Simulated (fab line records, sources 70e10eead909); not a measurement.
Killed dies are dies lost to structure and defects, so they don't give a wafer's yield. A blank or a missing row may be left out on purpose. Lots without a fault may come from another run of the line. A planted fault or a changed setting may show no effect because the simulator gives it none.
Which tool did it? | flow nand_harc | 6 lots, 18 wafers sampled, at 5 steps of a route of 1302

WHAT THE GAUGES READ, wafer by wafer
NHARC_END_SORT_01.
lot  | measured     | on        | defect_limited_yield (%)
L562 | day 28 14:54 | prober-02 | 0 0 0
L563 | day 29 21:49 | prober-01 | 95.9 96.6 96.3
L568 | day 31 17:06 | prober-01 | 89.5 91.7 92.5

WHICH TOOL RAN EACH LOT (tool, then ch and the chambers of the sampled wafers, then the start)
lot  | NHARC_P_M2_PRE_CLEAN_32         | NHARC_P_BONDPAD_DESCUM_11          | NHARC_P_BONDPAD_ETCH_12            | NHARC_P_BONDPAD_DEGAS_25
L562 | pecvd-01 ch 2, day 11 03:33     | rie_diel-07 ch 0,1,3, day 11 06:08 | rie_diel-07 ch 0,2,3, day 11 06:20 | pvd_sputter-02, day 11 07:05
L563 | pecvd-04 ch 1,2, day 11 14:19   | rie_diel-02 ch 0,1, day 11 16:11   | rie_diel-02 ch 2,3, day 11 16:22   | pvd_sputter-03, day 11 17:08
L566 | pecvd-01 ch 1,2, day 12 22:58   | rie_diel-02 ch 0,1, day 13 01:11   | rie_diel-02 ch 0,1,3, day 13 01:22 | pvd_sputter-01, day 13 02:10
L568 | pecvd-01 ch 1,2, day 13 17:13   | rie_diel-02 ch 0,1,2, day 13 19:07 | rie_diel-02 ch 0,1,2, day 13 19:17 | pvd_sputter-01, day 13 20:02
L571 | pecvd-03 ch 0,1,2, day 14 15:35 | rie_diel-07 ch 1,2,3, day 14 17:32 | rie_diel-07 ch 0,2,3, day 14 17:43 | pvd_sputter-02, day 14 18:28
L574 | pecvd-01 ch 0,1, day 16 03:16   | rie_diel-07 ch 0,2, day 16 05:04   | rie_diel-07 ch 0,2,3, day 16 05:15 | pvd_sputter-01, day 16 06:01
- NHARC_P_M2_PRE_CLEAN_32: time 12 s.
- NHARC_P_BONDPAD_DESCUM_11: chemistry O2, time 3 s.
- NHARC_P_BONDPAD_ETCH_12: etches the open film in CHF3/O2, target depth 200 nm, time 100 s.
- NHARC_P_BONDPAD_DEGAS_25: time 60 s.

THE ANSWER, worked out from the rows above alone
Rule: what is usual is taken from the lots themselves. Put in order of their means at a reading, lots are off if they are a third of the lots or fewer, leave a main group of 4 or more, and stand apart from it by a gap of 3 or more times the standard deviation of the main group's means; of several such gaps the widest counts. A main group whose means are all the same, to the digits that the tables above print for the reading, isn't used. A lot without any number at a reading at which 4 lots or more have one is off too. The other lots that the step has rows for count as sound.
No lot is off at any reading shown: from this, nothing can be told.

WHAT THE SIMULATOR HAD PUT IN
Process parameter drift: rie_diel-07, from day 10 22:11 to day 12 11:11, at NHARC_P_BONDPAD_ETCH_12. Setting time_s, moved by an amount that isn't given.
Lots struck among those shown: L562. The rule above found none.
